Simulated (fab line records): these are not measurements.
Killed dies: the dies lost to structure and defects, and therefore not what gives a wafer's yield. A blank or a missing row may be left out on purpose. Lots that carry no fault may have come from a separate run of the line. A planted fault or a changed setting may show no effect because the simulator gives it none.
2 desks, one fault :: flow n5-finfet :: each desk has only its own numbers; what lay behind them comes last

## THE TOOL OWNER'S DESK: litho-track-04
The tool's own readings at N5_BEOL_M5_COAT_65 (time 60 s, resist thk 60 nm): means of the sampled wafers that have a number, for each lot that ran on this tool. If a lot's mean is further than 4 standard deviations from the usual mean, the lot is out of limits and carries the mark OUT (the distance appears in the brackets).
Columns: A = exhaust-pa at N5_BEOL_M5_COAT_65, usual 44.9 Pa; B = heater-power-total-W at N5_BEOL_M5_COAT_65, usual 500.4 W; C = plate-temp-C at N5_BEOL_M5_COAT_65, usual 249.98 C
lot: L586
first seen here: day 7 21:49
A: 44.4
B: 501.0
C: 249.82

lot: L591
first seen here: day 9 21:53
A: 44.4
B: 500.9
C: 249.95

lot: L597
first seen here: day 11 07:07
A: 44.2
B: 485.0 (-9.1) OUT
C: 243.97 (-38) OUT

lot: L600
first seen here: day 12 00:29
A: 45.3
B: 486.0 (-8.5) OUT
C: 244.12 (-37) OUT

lot: L601
first seen here: day 12 17:41
A: 44.6
B: 486.0 (-8.5) OUT
C: 243.83 (-38) OUT
Finding of this desk: L597, L600, L601 out of limits; the first was L597 at day 11 07:07, on heater-power-total-W at N5_BEOL_M5_COAT_65. L586, L591 stayed within limits.

## AT THE METROLOGY DESK
Lot by lot, what the gauges showed, no matter which tool ran the lot: averages of those sampled wafers that carry a number. If a lot's mean is further than 4 standard deviations from the usual mean, the lot is out of limits and carries the mark OUT (the distance appears in the brackets). Readings shown: 7 of its 11, picked as those furthest out on some lot.
Columns: A = DIBL_P at N5_BEOL_M4_RC_MEAS_101, usual 36.0 mV/V; B = IOFF_N at N5_BEOL_M4_RC_MEAS_101, usual 0.151 nA/um; C = IOFF_P at N5_BEOL_M4_RC_MEAS_101, usual 0.21 nA/um; D = ION_N at N5_BEOL_M4_RC_MEAS_101, usual 673 uA/um; E = ION_P at N5_BEOL_M4_RC_MEAS_101, usual 463 uA/um; F = VT_P at N5_BEOL_M4_RC_MEAS_101, usual -250 mV; G = cd-nm at N5_BEOL_M5_CD_MEAS_18, usual 27.9 nm
lot: L586
first seen here: day 7 18:14
A: 36.2
B: 0.143
C: 0.20
D: 669
E: 462
F: -251
G: 27.8

lot: L589
first seen here: day 9 12:37
A: 36.0
B: 0.162
C: 0.23
D: 682
E: 468
F: -246
G: 27.7

lot: L592
first seen here: day 9 13:09
A: 37.6
B: 0.185
C: 0.29
D: 684
E: 472
F: -245
G: 28.0

lot: L591
first seen here: day 9 14:28
A: 35.5
B: 0.141
C: 0.18
D: 674
E: 457
F: -253
G: 27.7

lot: L597
first seen here: day 11 02:07
A: 37.7
B: 0.156
C: 0.18
D: 678
E: 460
F: -255
G: 28.6

lot: L598
first seen here: day 11 09:23
A: 34.7
B: 0.123
C: 0.16
D: 662
E: 454
F: -253
G: 27.3

lot: L600
first seen here: day 11 21:02
A: 36.5
B: 0.160
C: 0.21
D: 671
E: 459
F: -251
G: 28.1

lot: L601
first seen here: day 12 12:33
A: 39.0
B: 0.186
C: 0.25
D: 686
E: 473
F: -247
G: 27.6

lot: L602
first seen here: day 12 14:29
A: 36.1
B: 0.181
C: 0.25
D: 687
E: 472
F: -246
G: 27.9

lot: L606
first seen here: day 13 10:53
A: 37.4
B: 0.176
C: 0.22
D: 681
E: 466
F: -251
G: 27.8

lot: L607
first seen here: day 13 18:34
A: 36.0
B: 0.177
C: 0.24
D: 684
E: 472
F: -248
G: 28.2
Finding of this desk: none of the 11 lots has anything out of limits.

## TAKEN TOGETHER
The tool owner's desk had the chance to raise an alarm at day 11 07:07 on L597, L600, L601.
Metrology desk: nothing out of limits seen.
The metrology desk has L597, L600, L601 on record, within its limits.
All the named lots went through N5_BEOL_M5_COAT_65 on litho-track-04.

## WHAT WAS PUT IN BY THE SIMULATOR
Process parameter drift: litho-track-04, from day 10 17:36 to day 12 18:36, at N5_BEOL_M5_COAT_65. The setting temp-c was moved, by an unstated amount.
Struck lots among those shown: L597, L600, L601.
Delay in hours, fault start to first out-of-limits reading, by desk: the tool owner's desk at 14.
